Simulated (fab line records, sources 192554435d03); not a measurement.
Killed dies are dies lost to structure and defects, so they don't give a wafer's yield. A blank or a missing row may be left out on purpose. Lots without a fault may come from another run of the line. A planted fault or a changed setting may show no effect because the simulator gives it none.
Split-lot experiment | flow n5_finfet | 7 lots, 21 wafers read, on a route of 1938 steps

THE SPLIT
At N5_BEOL_M6_ETCH_66 (etches SOC in N2/H2, target depth 80 nm, overetch 16 nm, time 120 s), the setting bias_w was moved away from the recipe's 150 W on 6 of the 21 wafers read, by -14.1% to +15.1%. The other wafers ran this setting at the recipe's value.

The reading is taken at the split's own step.

THE READING
rf_vpp_V, in V, at N5_BEOL_M6_ETCH_66 (etches SOC in N2/H2, target depth 80 nm, overetch 16 nm, time 120 s). Fault-free wafers of this fab line usually give 524.1 V, standard deviation 2.2 V.

wafer  | tool, chamber at the split | bias_w as run, W | against the recipe | rf_vpp_V, V | against lot-mates on the recipe
L075.2 | rie_diel-06, 3             | 128.8            | -14.1%             | 477.9       | -50.6
L075.3 | rie_diel-06, 1             | 128.8            | -14.1%             | 478.3       | -50.2
L075.4 | rie_diel-06, 0             | 150              | recipe             | 528.5       | -
L078.1 | rie_diel-03, 0             | 150              | recipe             | 524.2       | -
L078.2 | rie_diel-03, 1             | 150              | recipe             | 525.1       | -
L078.5 | rie_diel-03, 3             | 150              | recipe             | 522.2       | -
L081.3 | rie_diel-03, 3             | 168.9            | +12.6%             | 561.9       | +37.0
L081.5 | rie_diel-03, 0             | 168.9            | +12.6%             | 565.0       | +40.1
L081.6 | rie_diel-03, 1             | 150              | recipe             | 524.9       | -
L080.2 | rie_diel-01, 0             | 150              | recipe             | 525.8       | -
L080.4 | rie_diel-01, 2             | 150              | recipe             | 524.7       | -
L080.6 | rie_diel-01, 0             | 150              | recipe             | 526.5       | -
L087.3 | rie_diel-06, 1             | 150              | recipe             | 526.7       | -
L087.4 | rie_diel-06, 2             | 150              | recipe             | 522.6       | -
L087.6 | rie_diel-06, 1             | 150              | recipe             | 526.2       | -
L093.4 | rie_diel-01, 1             | 150              | recipe             | 520.5       | -
L093.5 | rie_diel-01, 0             | 150              | recipe             | 525.6       | -
L093.6 | rie_diel-01, 1             | 172.7            | +15.1%             | 569.1       | +46.1
L096.2 | rie_diel-06, 3             | 160.1            | +6.7%              | 547.1       | +20.4
L096.4 | rie_diel-06, 1             | 150              | recipe             | 525.5       | -
L096.5 | rie_diel-06, 0             | 150              | recipe             | 528.0       | -

THE FIT
A straight line over all 21 wafers: rf_vpp_V changes by +3.14 V for each +1% of bias_w; r = +1.00; the points scatter about the line by 2.2 V.
The same after taking each lot's own level away (the mean of its wafers on the recipe; 21 wafers): +3.28 V for each +1%; r = +1.00; scatter 2.1 V.
On that fit, the largest move of bias_w shifts the reading by 50 V.
The lots' own levels span 523.05 to 528.50 V, that is 2.5 times the standard deviation above.
So the lot-to-lot level changes the slope little: the two slopes agree.
Check: with one of the wafers moved furthest among these (+15.1%) left out of the fit, the line predicts +49.6 V for it against its lot-mates. It came out at +46.1 V against them.
Tool readings at the split's step, against how far the setting was moved: rf_vpp_V r = +1.00.

OTHER SPLITS ON THESE WAFERS
These wafers also went through other splits before the reading. Each is held against what the fit with the lots' levels taken away leaves over:
other split on the same wafers | wafers away from the commonest value | r with rf_vpp_V (lot level and that fit taken away)
N5_BEOL_M4_COAT_76 spin_rpm    | 4                                    | +0.17
N5_BEOL_M5_COAT_66 spin_rpm    | 9                                    | +0.31
N5_BEOL_M5_COAT_74 spin_rpm    | 7                                    | +0.06

THE WHOLE CHAIN: every reading that the file lists as answering this split, in the file's order
step               | what it does                                                        | reading                                                                          | change (the file's fit)                | r (the file's)
N5_BEOL_M6_ETCH_66 | etches SOC in N2/H2, target depth 80 nm, overetch 16 nm, time 120 s | rf_vpp_V                                                                         | +3.21 V for each +1% of the setting    | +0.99
N5_BEOL_M6_ETCH_66 | etches SOC in N2/H2, target depth 80 nm, overetch 16 nm, time 120 s | SiARC_of_BEOL_M6_COAT_64.thk_nm (the simulator's own value, which no gauge read) | -0.0623 nm for each +1% of the setting | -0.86

THE FILE'S OWN FIT
rf_vpp_V changes by +3.21 V for each +1% of bias_w, r = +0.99.
